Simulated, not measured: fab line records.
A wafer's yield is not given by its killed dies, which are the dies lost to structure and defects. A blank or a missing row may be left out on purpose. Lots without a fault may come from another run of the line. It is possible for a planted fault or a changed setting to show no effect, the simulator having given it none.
fab line records | flow nandHarc | part 1 of 2: steps 1 to 20 of 27
record lots=5 | wafers=15 | lastDay=24
route steps=1159 shown A_STAIRCASE@559
lots that met no fault: from a run of the same line without faults
startH: hours from the record's opening day to when the first of the lot's shown wafers began | waitH: time in hours since the lot's previous step | " unchanged from the row above | L1.1+2: a row that stands for several wafers | - no value, or no start was given | * or withheld: withheld | < > ~ a bound
route shown NAME@n: a module of which the file shows steps, and the number in the route of the first | usual: mean/standard deviation taken from wafers without a fault | same: alike in all rows | chamber/n: place in a boat | sites: the reading at each site | _std_site: how widely they spread, as a standard deviation | _edge_site: inner sites' mean taken away from outer sites' mean | radiusMm: for every site, how far away it sits from the centre of the wafer | mask NAME#n: copy n | behind: the last tool/chamber to shape the wafer | hold: reason for holding the lot/hours on hold/outcome of the hold | device: the n, p or np transistor that did not switch | end of line: tests of these same wafers at the route's end | for a step that has no rows: nothing shown but its recipe | killed: not the wafer's yield, but the dies lost to structure and defects at the first sort | map: dies across one wafer; x = killed, . = not, _ = none there
set.NAME: setting as actually run; set.NAME@STEP: the setting as run at that earlier step | model.NAME: the simulator's own value behind a step, which no gauge read
certain route steps with their lots: each step a table, each wafer a row
services: when a tool's chamber went out of use (startH, in hours from the record's first day, below 0 if earlier), for how many hours, and the reason
## steps
# step NHARC_A_STAIRCASE_TRIM_22
# recipe timeS=211.2 | o2FlowSccm=500 | arFlowSccm=0 | biasW=0 | chemistry=O2
# usual drypumpMotorCurrentA=5.9/0.5 | oesProductAu=1.003/0.0093 | rfVppV=57.7/0.78 | showerheadPlenumPTorr=3.52/0.11 | throttleValvePct=17.037/0.0093
lot.wafer | tool       | chamber | startH | waitH | drypumpMotorCurrentA | oesProductAu | rfHoursCounterH | rfVppV | showerheadPlenumPTorr | throttleValvePct
L080.1    | rieDiel-07 | 0       | -      | -     | 6.5                  | 1.000        | 10              | 58.3   | 3.40                  | 17.029
L080.2    | "          | 1       | "      | "     | 5.7                  | 1.013        | 10              | 56.6   | 3.34                  | 17.045
L080.5    | "          | 0       | "      | "     | 6.6                  | 0.994        | -               | 56.8   | 3.40                  | 17.031
L081.3    | rieDiel-09 | 0       | -      | -     | 4.8                  | 0.999        | 8               | 57.3   | 3.51                  | 17.032
L081.2    | "          | 1       | "      | "     | 5.8                  | 0.997        | 7               | 58.1   | 3.59                  | 17.024
L081.6    | "          | 2       | "      | "     | 6.2                  | 1.005        | -               | 58.0   | 3.60                  | 17.042
L082.3    | rieDiel-07 | 1       | -      | -     | 5.8                  | 1.000        | 22              | 57.4   | 3.33                  | 17.054
L082.4    | "          | 3       | "      | "     | 6.4                  | 1.000        | 20              | 56.6   | 3.60                  | 17.045
L082.2    | "          | 0       | "      | "     | 6.5                  | 1.010        | 21              | 57.6   | 3.39                  | 17.050
L088.3    | rieDiel-07 | 1       | -      | -     | 5.8                  | 1.014        | 41              | 56.8   | 3.32                  | 17.043
L088.1    | "          | 2       | "      | "     | 5.7                  | 0.995        | 39              | 57.8   | 3.66                  | 17.037
L088.6    | "          | 1       | "      | "     | 5.8                  | 1.016        | -               | 57.3   | 3.32                  | 17.047
L096.1    | rieDiel-07 | 1       | -      | -     | 5.7                  | 1.005        | 52              | 56.9   | 3.32                  | 17.041
L096.2    | "          | 2       | "      | "     | 5.7                  | 1.003        | 41              | 57.6   | 3.66                  | 17.045
L096.6    | "          | 3       | "      | "     | 6.4                  | 1.004        | -               | 57.6   | 3.58                  | 17.023
# step NHARC_A_STAIRCASE_ETCH_23
# recipe targetDepthA=1000 | timeS=40.5 | ionEnergyEv=400 | c4f8FlowSccm=20 | o2FlowSccm=10 | arFlowSccm=withheld | rfW=600 | biasW=1000 | chemistry=C4F8/O2
# usual oesProductAu=0.946/0.014 | rfFwdPowerW=591.0/2.7 | rfVppV=895/4.3
lot.wafer | tool       | chamber | startH | waitH | oesProductAu | rfFwdPowerW | rfHoursCounterH | rfVppV
L080.2    | rieDiel-07 | 2       | -      | -     | 0.919        | 589.1       | 11              | 901
L080.1    | "          | 3       | "      | "     | 0.932        | 588.7       | 11              | 897
L080.5    | "          | 1       | "      | "     | 0.933        | 587.8       | -               | 890
L081.3    | rieDiel-09 | 1       | -      | -     | 0.942        | 589.2       | 7               | 899
L081.2    | "          | 2       | "      | "     | 0.931        | 592.0       | 6               | 899
L081.6    | "          | 0       | "      | "     | 0.947        | 590.3       | -               | 895
L082.2    | rieDiel-07 | 0       | -      | -     | 0.973        | 590.3       | 21              | 892
L082.3    | "          | 1       | "      | "     | 0.976        | 590.1       | 22              | 888
L082.4    | "          | 2       | "      | "     | 0.957        | 590.8       | 21              | 901
L088.1    | rieDiel-07 | 1       | -      | -     | 0.958        | 585.4       | 42              | 888
L088.3    | "          | 2       | "      | "     | 0.935        | 593.1       | 39              | 900
L088.6    | "          | 1       | "      | "     | 0.943        | 586.1       | -               | 889
L096.1    | rieDiel-07 | 1       | -      | -     | 0.937        | 590.0       | 52              | 887
L096.2    | "          | 2       | "      | "     | 0.940        | 591.6       | 41              | 902
L096.6    | "          | 2       | "      | "     | 0.936        | 591.2       | -               | 901
# step NHARC_A_STAIRCASE_TRIM_24
# recipe timeS=211.2 | o2FlowSccm=500 | arFlowSccm=0 | biasW=0 | chemistry=O2
# usual drypumpMotorCurrentA=5.9/0.52 | oesProductAu=1.003/0.0096 | rfVppV=57.7/0.83 | showerheadPlenumPTorr=3.52/0.11 | throttleValvePct=17.037/0.009
lot.wafer | tool       | chamber | startH | waitH | drypumpMotorCurrentA | oesProductAu | rfHoursCounterH | rfVppV | showerheadPlenumPTorr | throttleValvePct
L080.1    | rieDiel-07 | 2       | -      | -     | 5.8                  | 0.982        | 11              | 57.7   | 3.68                  | 17.034
L080.2    | "          | 1       | "      | "     | 5.7                  | 1.004        | 11              | 57.9   | 3.34                  | 17.027
L080.5    | "          | 3       | "      | "     | 6.4                  | 1.003        | -               | 58.8   | 3.60                  | 17.033
L081.2    | rieDiel-09 | 1       | -      | -     | 5.8                  | 0.994        | 7               | 58.4   | 3.59                  | 17.037
L081.3    | "          | 0       | "      | "     | 4.8                  | 1.001        | 9               | 57.7   | 3.51                  | 17.023
L081.6    | "          | 2       | "      | "     | 6.2                  | 1.010        | -               | 56.9   | 3.60                  | 17.034
L082.3    | rieDiel-07 | 2       | -      | -     | 5.8                  | 0.994        | 21              | 57.6   | 3.67                  | 17.050
L082.4    | "          | 3       | "      | "     | 6.4                  | 1.001        | 20              | 58.7   | 3.60                  | 17.022
L082.2    | "          | 0       | "      | "     | 6.5                  | 1.015        | 21              | 57.0   | 3.39                  | 17.039
L088.1    | rieDiel-07 | 3       | -      | -     | 6.4                  | 1.016        | 38              | 57.0   | 3.59                  | 17.030
L088.3    | "          | 0       | "      | "     | 6.6                  | 1.016        | 41              | 57.7   | 3.38                  | 17.046
L088.6    | "          | 0       | "      | "     | 6.6                  | 1.010        | -               | 57.1   | 3.38                  | 17.043
L096.1    | rieDiel-07 | 0       | -      | -     | 6.6                  | 1.012        | 52              | 59.2   | 3.38                  | 17.018
L096.2    | "          | 2       | "      | "     | 5.8                  | 1.011        | 41              | 57.4   | 3.66                  | 17.037
L096.6    | "          | 0       | "      | "     | 6.5                  | 1.006        | -               | 57.2   | 3.38                  | 17.040
# step NHARC_A_STAIRCASE_ETCH_25
# recipe targetDepthA=1000 | timeS=40.5 | ionEnergyEv=400 | c4f8FlowSccm=20 | o2FlowSccm=10 | arFlowSccm=withheld | rfW=600 | biasW=1000 | chemistry=C4F8/O2
# usual oesProductAu=0.942/0.012 | rfFwdPowerW=591/3 | rfVppV=895/4.2
lot.wafer | tool       | chamber | startH | waitH | oesProductAu | rfFwdPowerW | rfHoursCounterH | rfVppV
L080.2    | rieDiel-07 | 3       | -      | -     | 0.936        | 590         | 12              | 898
L080.1    | "          | 0       | "      | "     | 0.945        | 588         | 11              | 891
L080.5    | "          | 3       | "      | "     | 0.943        | 591         | -               | 899
L081.2    | rieDiel-09 | 2       | -      | -     | 0.933        | 596         | 7               | 899
L081.3    | "          | 3       | "      | "     | 0.940        | 596         | 8               | 898
L081.6    | "          | 3       | "      | "     | 0.940        | 593         | -               | 898
L082.2    | rieDiel-07 | 1       | -      | -     | 0.945        | 590         | 22              | 889
L082.4    | "          | 2       | "      | "     | 0.935        | 592         | 21              | 900
L082.3    | "          | 3       | "      | "     | 0.936        | 589         | 20              | 898
L088.3    | rieDiel-07 | 3       | -      | -     | 0.944        | 585         | 38              | 899
L088.1    | "          | 0       | "      | "     | 0.947        | 589         | 41              | 890
L088.6    | "          | 1       | "      | "     | 0.940        | 588         | -               | 887
L096.1    | rieDiel-07 | 3       | -      | -     | 0.936        | 590         | 49              | 899
L096.2    | "          | 0       | "      | "     | 0.936        | 589         | 52              | 891
L096.6    | "          | 2       | "      | "     | 0.945        | 591         | -               | 901
# step NHARC_A_STAIRCASE_TRIM_26
# recipe timeS=211.2 | o2FlowSccm=500 | arFlowSccm=0 | biasW=0 | chemistry=O2
# usual drypumpMotorCurrentA=5.9/0.52 | oesProductAu=1.003/0.0078 | rfVppV=57.8/0.89 | showerheadPlenumPTorr=3.52/0.11 | throttleValvePct=17.038/0.0093
lot.wafer | tool       | chamber | startH | waitH | drypumpMotorCurrentA | oesProductAu | rfHoursCounterH | rfVppV | showerheadPlenumPTorr | throttleValvePct
L080.2    | rieDiel-07 | 3       | -      | -     | 6.4                  | 1.011        | 12              | 58.3   | 3.60                  | 17.053
L080.1    | "          | 1       | "      | "     | 5.8                  | 1.012        | 12              | 58.0   | 3.34                  | 17.047
L080.5    | "          | 0       | "      | "     | 6.6                  | 1.003        | -               | 56.0   | 3.40                  | 17.029
L081.3    | rieDiel-09 | 1       | -      | -     | 5.8                  | 0.997        | 8               | 58.8   | 3.59                  | 17.038
L081.2    | "          | 2       | "      | "     | 6.2                  | 1.000        | 7               | 58.7   | 3.60                  | 17.042
L081.6    | "          | 0       | "      | "     | 4.8                  | 1.000        | -               | 57.5   | 3.51                  | 17.031
L082.2    | rieDiel-07 | 0       | -      | -     | 6.6                  | 1.008        | 22              | 57.1   | 3.39                  | 17.028
L082.4    | "          | 1       | "      | "     | 5.8                  | 1.012        | 22              | 57.1   | 3.33                  | 17.039
L082.3    | "          | 2       | "      | "     | 5.8                  | 1.005        | 21              | 58.4   | 3.67                  | 17.030
L088.3    | rieDiel-07 | 0       | -      | -     | 6.6                  | 1.007        | 41              | 57.8   | 3.38                  | 17.045
L088.1    | "          | 1       | "      | "     | 5.8                  | 1.015        | 42              | 57.2   | 3.32                  | 17.016
L088.6    | "          | 1       | "      | "     | 5.8                  | 1.006        | -               | 58.5   | 3.32                  | 17.047
L096.1    | rieDiel-07 | 1       | -      | -     | 5.7                  | 0.994        | 52              | 57.8   | 3.32                  | 17.048
L096.2    | "          | 0       | "      | "     | 6.5                  | 1.007        | 52              | 56.6   | 3.38                  | 17.038
L096.6    | "          | 2       | "      | "     | 5.7                  | 1.003        | -               | 57.2   | 3.66                  | 17.050
# step NHARC_A_STAIRCASE_ETCH_27
# recipe targetDepthA=1000 | timeS=40.5 | ionEnergyEv=400 | c4f8FlowSccm=20 | o2FlowSccm=10 | arFlowSccm=withheld | rfW=600 | biasW=1000 | chemistry=C4F8/O2
# usual oesProductAu=0.942/0.012 | rfFwdPowerW=591/3.2 | rfVppV=895/4.3
lot.wafer | tool       | chamber | startH | waitH | oesProductAu | rfFwdPowerW | rfHoursCounterH | rfVppV
L080.2    | rieDiel-07 | 0       | -      | -     | 0.933        | 587         | 12              | 893
L080.1    | "          | 1       | "      | "     | 0.949        | 587         | 12              | 890
L080.5    | "          | 1       | "      | "     | 0.945        | 588         | -               | 889
L081.3    | rieDiel-09 | 1       | -      | -     | 0.934        | 589         | 8               | 898
L081.2    | "          | 0       | "      | "     | 0.938        | 588         | 9               | 895
L081.6    | "          | 1       | "      | "     | 0.942        | 589         | -               | 897
L082.4    | rieDiel-07 | 2       | -      | -     | 0.914        | 590         | 21              | 902
L082.3    | "          | 3       | "      | "     | 0.930        | 590         | 20              | 898
L082.2    | "          | 1       | "      | "     | 0.940        | 591         | 22              | 889
L088.1    | rieDiel-07 | 1       | -      | -     | 0.941        | 591         | 42              | 888
L088.3    | "          | 3       | "      | "     | 0.942        | 590         | 39              | 899
L088.6    | "          | 1       | "      | "     | 0.935        | 588         | -               | 888
L096.2    | rieDiel-07 | 0       | -      | -     | 0.948        | 589         | 52              | 891
L096.1    | "          | 1       | "      | "     | 0.945        | 589         | 53              | 888
L096.6    | "          | 0       | "      | "     | 0.943        | 589         | -               | 891
# step NHARC_A_STAIRCASE_STRIP_175
# recipe powerW=1500 | tempC=250 | chemistry=O2
# usual drypumpMotorCurrentA=6.24/0.088 | heaterPowerW=329/14
lot.wafer | tool           | chamber | startH | waitH | drypumpMotorCurrentA | heaterPowerW | rfHoursCounterH
L080.1    | plasmaAsher-01 | 0       | 263.50 | 0.1   | 6.20                 | 298          | 51
L080.2    | "              | 1       | "      | "     | 6.14                 | 322          | 51
L080.5    | "              | 0       | "      | "     | 6.19                 | 302          | -
L081.2    | plasmaAsher-02 | 1       | 279.02 | 0.1   | 6.37                 | 339          | 30
L081.3    | "              | 1       | "      | "     | 6.32                 | 350          | -
L081.6    | "              | 0       | "      | "     | 6.24                 | 316          | -
L082.2    | plasmaAsher-01 | 0       | 286.82 | 0.1   | 6.18                 | 325          | 0
L082.4    | "              | 1       | "      | "     | 6.14                 | 317          | -
L082.3    | "              | 0       | "      | "     | 6.22                 | 328          | -
L088.1    | plasmaAsher-02 | 0       | 341.59 | 0.5   | 6.21                 | 327          | 50
L088.3    | "              | 1       | "      | "     | 6.34                 | 353          | -
L088.6    | "              | 0       | "      | "     | 6.22                 | 327          | -
L096.2    | plasmaAsher-01 | 1       | 363.62 | 0.1   | 6.13                 | 318          | 24
L096.1    | "              | 0       | "      | "     | 6.22                 | 317          | 24
L096.6    | "              | 1       | "      | "     | 6.11                 | 332          | -
# step NHARC_A_STAIRCASE_STRIP_148
# recipe timeS=900 | tempC=130 | chemistry=SPM
lot.wafer  | tool        | chamber | startH | waitH
L080.5+1+2 | wetBench-01 | 1,4,5   | 263.85 | 0.1
L081.6+2+3 | wetBench-01 | 1,2,5   | 279.33 | 0.1
L082.2+3+4 | wetBench-02 | 3,4,6   | 287.13 | 0.3
L088.1+3+6 | wetBench-01 | 5,7,0   | 341.94 | 0.3
L096.1+6+2 | wetBench-01 | 5,7,0   | 363.97 | 0.3
# step NHARC_A_STAIRCASE_PRECLEAN_149
# recipe timeS=* | tempC=50 | bathAgeMin=0 | chemistry=SC1
lot.wafer  | tool        | chamber | startH | waitH
L080.5+1+2 | wetBench-01 | 1,4,5   | -      | -
L081.6+2+3 | wetBench-01 | 1,2,5   | -      | -
L082.2+3+4 | wetBench-02 | 3,4,6   | -      | -
L088.1+3+6 | wetBench-01 | 5,7,0   | -      | -
L096.1+6+2 | wetBench-01 | 5,7,0   | -      | -
# step NHARC_A_STAIRCASE_SRD_150
lot.wafer  | tool        | chamber | startH | waitH
L080.5+1+2 | wetBench-01 | 1,4,5   | -      | -
L081.6+2+3 | wetBench-01 | 1,2,5   | -      | -
L082.2+3+4 | wetBench-02 | 3,4,6   | -      | -
L088.1+3+6 | wetBench-01 | 5,7,0   | -      | -
L096.1+6+2 | wetBench-01 | 5,7,0   | -      | -
# step NHARC_A_STAIRCASE_DEHYDRATE_176
# recipe tempC=150 | timeS=120
# usual chillPlateTempC=23.02/0.12
lot.wafer | tool          | chamber | startH | waitH | chillPlateTempC
L080.1    | lithoTrack-02 | 0       | 264.31 | -     | 23.14
L080.2    | "             | 0       | "      | "     | 23.20
L080.5    | "             | 0       | "      | "     | 23.06
L081.2    | lithoTrack-02 | 0       | 279.78 | -     | 23.24
L081.3    | "             | 0       | "      | "     | 23.02
L081.6    | "             | 0       | "      | "     | 23.11
L082.2    | lithoTrack-03 | 0       | 287.58 | -     | 23.17
L082.3    | "             | 0       | "      | "     | 23.11
L082.4    | "             | 0       | "      | "     | 22.89
L088.1    | lithoTrack-07 | 0       | 342.39 | -     | 23.01
L088.3    | "             | 0       | "      | "     | 22.88
L088.6    | "             | 0       | "      | "     | 22.88
L096.1    | lithoTrack-03 | 0       | 364.42 | -     | 22.96
L096.2    | "             | 0       | "      | "     | 22.87
L096.6    | "             | 0       | "      | "     | 22.85
# step NHARC_A_STAIRCASE_HMDS_177
# recipe timeS=30
# usual chillPlateTempC=23.00/0.097
lot.wafer | tool          | chamber | startH | waitH | chillPlateTempC
L080.1    | lithoTrack-02 | 0       | -      | -     | 23.11
L080.2    | "             | 0       | "      | "     | 23.02
L080.5    | "             | 0       | "      | "     | 23.00
L081.2    | lithoTrack-02 | 0       | -      | -     | 22.95
L081.3    | "             | 0       | "      | "     | 23.01
L081.6    | "             | 0       | "      | "     | 23.05
L082.2    | lithoTrack-03 | 0       | -      | -     | 23.06
L082.3    | "             | 0       | "      | "     | 23.12
L082.4    | "             | 0       | "      | "     | 23.04
L088.1    | lithoTrack-07 | 0       | -      | -     | 23.02
L088.3    | "             | 0       | "      | "     | 22.98
L088.6    | "             | 0       | "      | "     | 23.02
L096.1    | lithoTrack-03 | 0       | -      | -     | 23.10
L096.2    | "             | 0       | "      | "     | 23.09
L096.6    | "             | 0       | "      | "     | 23.04
# step NHARC_A_STAIRCASE_COAT_178
# recipe spinRpm=1200
# usual chillPlateTempC=23.00/0.1 | spinSpeedRpm=1199.9/1
lot.wafer | tool          | chamber | startH | waitH | chillPlateTempC | spinSpeedRpm
L080.1    | lithoTrack-02 | 0       | -      | -     | 23.04           | 1198.5
L080.2    | "             | 0       | "      | "     | 22.95           | 1198.9
L080.5    | "             | 0       | "      | "     | 23.01           | 1198.8
L081.2    | lithoTrack-02 | 0       | -      | -     | 23.12           | 1201.9
L081.3    | "             | 0       | "      | "     | 23.04           | 1201.1
L081.6    | "             | 0       | "      | "     | 22.93           | 1200.3
L082.2    | lithoTrack-03 | 0       | -      | -     | 23.02           | 1201.9
L082.3    | "             | 0       | "      | "     | 22.94           | 1200.7
L082.4    | "             | 0       | "      | "     | 22.99           | 1201.1
L088.1    | lithoTrack-07 | 0       | -      | -     | 22.96           | 1199.2
L088.3    | "             | 0       | "      | "     | 23.07           | 1199.2
L088.6    | "             | 0       | "      | "     | 23.15           | 1200.3
L096.1    | lithoTrack-03 | 0       | -      | -     | 22.96           | 1199.2
L096.2    | "             | 0       | "      | "     | 23.10           | 1199.0
L096.6    | "             | 0       | "      | "     | 23.09           | 1197.3
# step NHARC_A_STAIRCASE_SOFTBAKE_179
# recipe tempC=135 | timeS=170
# usual chillPlateTempC=23.03/0.11
lot.wafer | tool          | chamber | startH | waitH | chillPlateTempC
L080.1    | lithoTrack-02 | 0       | -      | -     | 23.21
L080.2    | "             | 0       | "      | "     | 22.97
L080.5    | "             | 0       | "      | "     | 23.18
L081.2    | lithoTrack-02 | 0       | -      | -     | 23.10
L081.3    | "             | 0       | "      | "     | 23.14
L081.6    | "             | 0       | "      | "     | 23.19
L082.2    | lithoTrack-03 | 0       | -      | -     | 23.17
L082.3    | "             | 0       | "      | "     | 22.97
L082.4    | "             | 0       | "      | "     | 23.22
L088.1    | lithoTrack-07 | 0       | -      | -     | 22.94
L088.3    | "             | 0       | "      | "     | 23.10
L088.6    | "             | 0       | "      | "     | 23.01
L096.1    | lithoTrack-03 | 0       | -      | -     | 22.96
L096.2    | "             | 0       | "      | "     | 22.94
L096.6    | "             | 0       | "      | "     | 23.09
# step NHARC_A_STAIRCASE_EBR_180
# usual chillPlateTempC=23.03/0.11
lot.wafer | tool          | chamber | startH | waitH | chillPlateTempC
L080.1    | lithoTrack-02 | 0       | -      | -     | 23.20
L080.2    | "             | 0       | "      | "     | 23.25
L080.5    | "             | 0       | "      | "     | 22.96
L081.2    | lithoTrack-02 | 0       | -      | -     | 23.05
L081.3    | "             | 0       | "      | "     | 23.14
L081.6    | "             | 0       | "      | "     | 23.18
L082.2    | lithoTrack-03 | 0       | -      | -     | 23.08
L082.3    | "             | 0       | "      | "     | 22.98
L082.4    | "             | 0       | "      | "     | 22.99
L088.1    | lithoTrack-07 | 0       | -      | -     | 22.86
L088.3    | "             | 0       | "      | "     | 22.85
L088.6    | "             | 0       | "      | "     | 22.88
L096.1    | lithoTrack-03 | 0       | -      | -     | 23.08
L096.2    | "             | 0       | "      | "     | 22.97
L096.6    | "             | 0       | "      | "     | 22.99
# step NHARC_A_STAIRCASE_EXPOSE_181
# recipe na=0.5 | doseMj=27.87 | maskId=STAIR_2
# usual focusOffsetNm=0.0/0.48 | stageVelMmS=499.94/0.26
lot.wafer | tool          | chamber | startH | waitH | mask      | focusOffsetNm | stageVelMmS
L080.1    | krfScanner-04 | 0       | 264.66 | -     | STAIR_2#0 | -0.1          | 499.76
L080.2    | "             | 0       | "      | "     | STAIR_2#0 | -0.1          | 499.86
L080.5    | "             | 0       | "      | "     | STAIR_2#0 | 0.7           | 499.97
L081.2    | krfScanner-03 | 0       | 280.11 | -     | STAIR_2#0 | -1.1          | 499.70
L081.3    | "             | 0       | "      | "     | STAIR_2#0 | -0.9          | 499.66
L081.6    | "             | 0       | "      | "     | STAIR_2#0 | -0.9          | 499.91
L082.2    | krfScanner-03 | 0       | 287.92 | -     | STAIR_2#0 | 0.2           | 500.15
L082.3    | "             | 0       | "      | "     | STAIR_2#0 | -0.1          | 499.65
L082.4    | "             | 0       | "      | "     | STAIR_2#0 | 0.3           | 499.84
L088.1    | krfScanner-04 | 0       | 342.73 | -     | STAIR_2#0 | 0.2           | 499.91
L088.3    | "             | 0       | "      | "     | STAIR_2#0 | 0.4           | 499.90
L088.6    | "             | 0       | "      | "     | STAIR_2#0 | -0.2          | 499.86
L096.1    | krfScanner-01 | 0       | 364.62 | -     | STAIR_2#0 | -0.7          | 499.94
L096.2    | "             | 0       | "      | "     | STAIR_2#0 | -0.5          | 499.98
L096.6    | "             | 0       | "      | "     | STAIR_2#0 | -0.5          | 500.08
# step NHARC_A_STAIRCASE_PEB_182
# recipe pebTempC=115 | pebTimeS=130
# usual chillPlateTempC=22.99/0.11
lot.wafer | tool          | chamber | startH | waitH | chillPlateTempC
L080.1    | lithoTrack-03 | 0       | 264.73 | 0.1   | 23.14
L080.2    | "             | 0       | "      | "     | 23.15
L080.5    | "             | 0       | "      | "     | 23.17
L081.2    | lithoTrack-07 | 0       | 280.17 | 0.1   | 23.00
L081.3    | "             | 0       | "      | "     | 22.86
L081.6    | "             | 0       | "      | "     | 22.98
L082.2    | lithoTrack-07 | 0       | 287.98 | 0.1   | 22.90
L082.3    | "             | 0       | "      | "     | 23.03
L082.4    | "             | 0       | "      | "     | 23.02
L088.1    | lithoTrack-03 | 0       | 342.79 | 0.1   | 23.15
L088.3    | "             | 0       | "      | "     | 22.90
L088.6    | "             | 0       | "      | "     | 22.70
L096.1    | lithoTrack-03 | 0       | 364.69 | 0.1   | 22.91
L096.2    | "             | 0       | "      | "     | 22.98
L096.6    | "             | 0       | "      | "     | 23.06
# step NHARC_A_STAIRCASE_DEVELOP_183
# recipe timeS=140
# usual chillPlateTempC=22.99/0.11
lot.wafer | tool          | chamber | startH | waitH | chillPlateTempC
L080.1    | lithoTrack-03 | 0       | -      | -     | 22.99
L080.2    | "             | 0       | "      | "     | 22.97
L080.5    | "             | 0       | "      | "     | 23.09
L081.2    | lithoTrack-07 | 0       | -      | -     | 23.07
L081.3    | "             | 0       | "      | "     | 23.10
L081.6    | "             | 0       | "      | "     | 22.97
L082.2    | lithoTrack-07 | 0       | -      | -     | 22.93
L082.3    | "             | 0       | "      | "     | 23.03
L082.4    | "             | 0       | "      | "     | 23.03
L088.1    | lithoTrack-03 | 0       | -      | -     | 23.12
L088.3    | "             | 0       | "      | "     | 23.07
L088.6    | "             | 0       | "      | "     | 22.95
L096.1    | lithoTrack-03 | 0       | -      | -     | 22.97
L096.2    | "             | 0       | "      | "     | 23.08
L096.6    | "             | 0       | "      | "     | 23.05
# step NHARC_A_STAIRCASE_HARDBAKE_185
# recipe tempC=120 | timeS=140
# usual chillPlateTempC=22.96/0.084
lot.wafer | tool          | chamber | startH | waitH | chillPlateTempC
L080.1    | lithoTrack-07 | 0       | 264.95 | -     | 23.03
L080.2    | "             | 0       | "      | "     | 22.91
L080.5    | "             | 0       | "      | "     | 23.03
L081.2    | lithoTrack-07 | 0       | 280.40 | -     | 22.97
L081.3    | "             | 0       | "      | "     | 23.05
L081.6    | "             | 0       | "      | "     | 22.98
L082.2    | lithoTrack-07 | 0       | 288.21 | -     | 22.90
L082.3    | "             | 0       | "      | "     | 22.87
L082.4    | "             | 0       | "      | "     | 22.91
L088.1    | lithoTrack-03 | 0       | 343.01 | -     | 22.84
L088.3    | "             | 0       | "      | "     | 23.00
L088.6    | "             | 0       | "      | "     | 22.87
L096.1    | lithoTrack-02 | 0       | 364.91 | -     | 22.89
L096.2    | "             | 0       | "      | "     | 22.96
L096.6    | "             | 0       | "      | "     | 22.98
# step NHARC_A_STAIRCASE_DESCUM_186
# recipe timeS=3 | o2FlowSccm=200 | arFlowSccm=0 | biasPowerW=0 | chemistry=O2
# usual drypumpMotorCurrentA=5.9/0.54 | oesProductAu=1.005/0.009 | rfVppV=57.7/0.86 | showerheadPlenumPTorr=1.91/0.064 | throttleValvePct=11.312/0.0095
lot.wafer | tool       | chamber | startH | waitH | drypumpMotorCurrentA | oesProductAu | rfHoursCounterH | rfVppV | showerheadPlenumPTorr | throttleValvePct
L080.2    | rieDiel-09 | 2       | 265.05 | -     | 6.2                  | 0.998        | 0               | 57.6   | 1.96                  | 11.311
L080.1    | "          | 0       | "      | "     | 4.8                  | 1.008        | 0               | 57.4   | 1.91                  | 11.333
L080.5    | "          | 2       | "      | "     | 6.2                  | 1.008        | -               | 56.5   | 1.96                  | 11.317
L081.3    | rieDiel-07 | 2       | 280.50 | -     | 5.7                  | 1.000        | 19              | 58.6   | 2.00                  | 11.319
L081.2    | "          | 3       | "      | "     | 6.4                  | 1.003        | 18              | 57.3   | 1.95                  | 11.315
L081.6    | "          | 1       | "      | "     | 5.7                  | 1.013        | -               | 57.6   | 1.80                  | 11.313
L082.2    | rieDiel-09 | 0       | 288.31 | -     | 4.8                  | 1.003        | 12              | 58.0   | 1.90                  | 11.321
L082.3    | "          | 1       | "      | "     | 5.8                  | 0.992        | 9               | 57.0   | 1.95                  | 11.318
L082.4    | "          | 3       | "      | "     | 6.3                  | 1.002        | -               | 58.3   | 1.95                  | 11.312
L088.3    | rieDiel-07 | 3       | 343.10 | -     | 6.4                  | 1.013        | 39              | 57.3   | 1.95                  | 11.316
L088.1    | "          | 0       | "      | "     | 6.5                  | 1.001        | 42              | 55.3   | 1.83                  | 11.316
L088.6    | "          | 0       | "      | "     | 6.5                  | 1.010        | -               | 58.9   | 1.83                  | 11.309
L096.1    | rieDiel-07 | 3       | 365.01 | -     | 6.3                  | 0.999        | 49              | 57.2   | 1.94                  | 11.303
L096.2    | "          | 0       | "      | "     | 6.5                  | 1.014        | 52              | 57.1   | 1.82                  | 11.317
L096.6    | "          | 3       | "      | "     | 6.3                  | 0.998        | -               | 56.5   | 1.94                  | 11.301
